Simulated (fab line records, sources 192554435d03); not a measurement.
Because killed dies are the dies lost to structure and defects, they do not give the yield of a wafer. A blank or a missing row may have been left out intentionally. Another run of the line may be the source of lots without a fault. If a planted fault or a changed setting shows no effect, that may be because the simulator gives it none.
A lot that was struck, set against a sound lot | flow n5_finfet | 39 out of 1938 route steps
Sound: the wafers L247.1, L247.3, L247.5. Struck: wafers L256.1, L256.3. The cause comes at the end.
At each step with rows: each side's tool, then ch and its chambers, then its first start. Under that, the readings that differ: sound wafers | struck wafers | difference of the means | sigmas: that difference in standard deviations of wafers without a fault.
alike: readings whose means differ by less than 2 such deviations, and words and numbers that are the same on both sides. not compared: withheld readings, readings that some wafer has no value for, bounds like >300 that may hide the same value, and numbers for which the record gives no deviation and whose values overlap.
Wherever a step has rows on one side only, a row that says differs or no value, or a row with sigmas, the two part there. Numbers that don't overlap but have no deviation are shown without sigmas and don't part them. A reading that every wafer of one side lacks parts them only if that side has two wafers or more.

first, 10 steps without rows for these wafers: N5_FIN_SAQP_HM_DEP_03 (deposits SiNx from SiH4/NH3/N2, target thk 38 nm, time 33.6 s); N5_FIN_SAQP_PECVD_47 (deposits a-Si from SiH4/He, target thk 45 nm, time 36.3 s); N5_FIN_SAQP_PECVD_48 (deposits SiNx from SiH4/NH3/N2, target thk 25 nm, time 22.1 s); N5_FIN_SAQP_PECVD_06 (deposits a-Si from SiH4/He, target thk 60 nm, time 48.1 s); N5_FIN_SAQP_HM_DEP_72 (deposits SiO2 from SiH4/N2O, target thk 12 nm, time 7.2 s); N5_FIN_SAQP_COAT_49 (time 60 s, resist thk 100 nm); N5_FIN_SAQP_COAT_50 (time 60 s, resist thk 35 nm); N5_FIN_SAQP_COAT_10 (resist thk 90 nm); N5_FIN_SAQP_EBR_12; N5_FIN_SAQP_SOFTBAKE_11 (time 60 s).
N5_FIN_SAQP_EXPOSE_13: exposes mask FIN CORE, target cd 35.6 nm.
  sound on arfi_scanner-02 ch 0, day 3 06:31; struck on arfi_scanner-02 ch 0, day 5 09:47
  alike: mask
then, 2 steps without rows for these wafers: N5_FIN_SAQP_PEB_14 (peb time 60 s); N5_FIN_SAQP_DEVELOP_15 (develop time 30 s).
N5_FIN_SAQP_CD_MEAS_16: the cd target is 35.6 nm.
  sound on cd_sem-03 ch 0, day 3 06:38; struck on cd_sem-01 ch 0, day 5 09:55
  reading    | sound          | struck    | difference | sigmas
  cd_nm (nm) | 35.4 35.5 34.9 | 31.2 31.1 | -4.1       | -8
then, 23 steps without rows for these wafers: N5_FIN_SAQP_DESCUM_21 (chemistry O2, time 7.9 s); N5_FIN_SAQP_ETCH_51 (etches SiARC in CF4, target depth 45.5 nm, time 75.8 s); N5_FIN_SAQP_ETCH_52 (etches SOC in N2/H2, target depth 100 nm, overetch 20 nm, time 150 s); N5_FIN_SAQP_STRIP_53 (strips in N2/H2); N5_FIN_SAQP_HM_OPEN_73 (chemistry CHF3/O2, target SiO2, stops on a-Si, target depth 12 nm, time 16.8 s); N5_FIN_SAQP_STRIP_74 (strips in CHF3/O2); N5_FIN_SAQP_MANDREL_ETCH_22 (etches a-Si in HBr/Cl2, stops on SiNx, target depth 60 nm, bt time 10 s, time 30 s); N5_FIN_SAQP_STRIP_55 (strips in N2/H2); N5_FIN_SAQP_STRIP_23 (strips in SPM, time 750 s); N5_FIN_SAQP_SRD_66 (time 30 s); N5_FIN_SAQP_RECESS_75 (chemistry HF/NH3, target SiO2, target depth 14.4 nm, afs cycles 3, sublimation time 60 s); N5_FIN_SAQP_SPACER1_ALD_24 (deposits SiO2, target thk 20.3 nm, pulse time 1 s, purge time 2 s); N5_FIN_SAQP_SPACER1_ETCHBACK_25 (etches SiO2 in CHF3/O2, target depth 24.4 nm, time 12.2 s); N5_FIN_SAQP_MANDREL1_REMOVE_56 (chemistry HBr/Cl2/O2, target a-Si, stops on SiNx, bt time 10 s); N5_FIN_SAQP_ETCH_57 (etches SiNx in CH3F/O2, target depth 32.5 nm, time 46.4 s); N5_FIN_SAQP_ETCH_65 (etches SiO2 in CF4, target depth 4 nm, time 4.4 s); N5_FIN_SAQP_MANDREL_ETCH_58 (etches a-Si in HBr/Cl2, stops on SiNx, target depth 45 nm, bt time 10 s, time 27 s); N5_FIN_SAQP_RECESS_63 (chemistry HF/NH3, target SiO2, target depth 18 nm, afs cycles 3, sublimation time 60 s); N5_FIN_SAQP_COAT_68 (time 60 s, resist thk 100 nm); N5_FIN_SAQP_ETCH_69 (etches SOC in N2/H2, stops on SiNx, target depth 150 nm); N5_FIN_SAQP_ETCH_67 (etches SiNx in CH3F/O2, target depth 30 nm); N5_FIN_SAQP_STRIP_70 (strips in N2/H2); N5_FIN_SAQP_RECESS_71 (chemistry HF/NH3, target SiO2, target depth 3 nm, afs cycles 1, sublimation time 60 s).
-- a jump in the record: the struck wafers' starts before and after are 6 days apart (it breaks off in module FIN_SAQP and resumes in module BEOL_M4, where the first step shown is number 1111 of the route) --
N5_BEOL_M4_RC_MEAS_101:
  sound on prober-01 ch 0, day 9 03:13; struck on prober-02 ch 0, day 11 07:19
  alike: DIBL_N, DIBL_P, IOFF_N, IOFF_P, ION_N, ION_P, SS_N, SS_P, VT_N, VT_P
-- the record jumps here: 5 days lie between the struck wafers' starts before and after (it left off in module BEOL_M4 and takes up again in module PASSIVATION, whose first step shown is number 1936 of the route) --
N5_PASSIVATION_PROBE_49:
  record: rows for the struck wafers here (prober-02, day 15 23:35), none for the sound ones

WHERE THEY PART
Last at N5_PASSIVATION_PROBE_49 as far as this record goes, first at N5_FIN_SAQP_CD_MEAS_16.

WHY: the cause the simulator had injected
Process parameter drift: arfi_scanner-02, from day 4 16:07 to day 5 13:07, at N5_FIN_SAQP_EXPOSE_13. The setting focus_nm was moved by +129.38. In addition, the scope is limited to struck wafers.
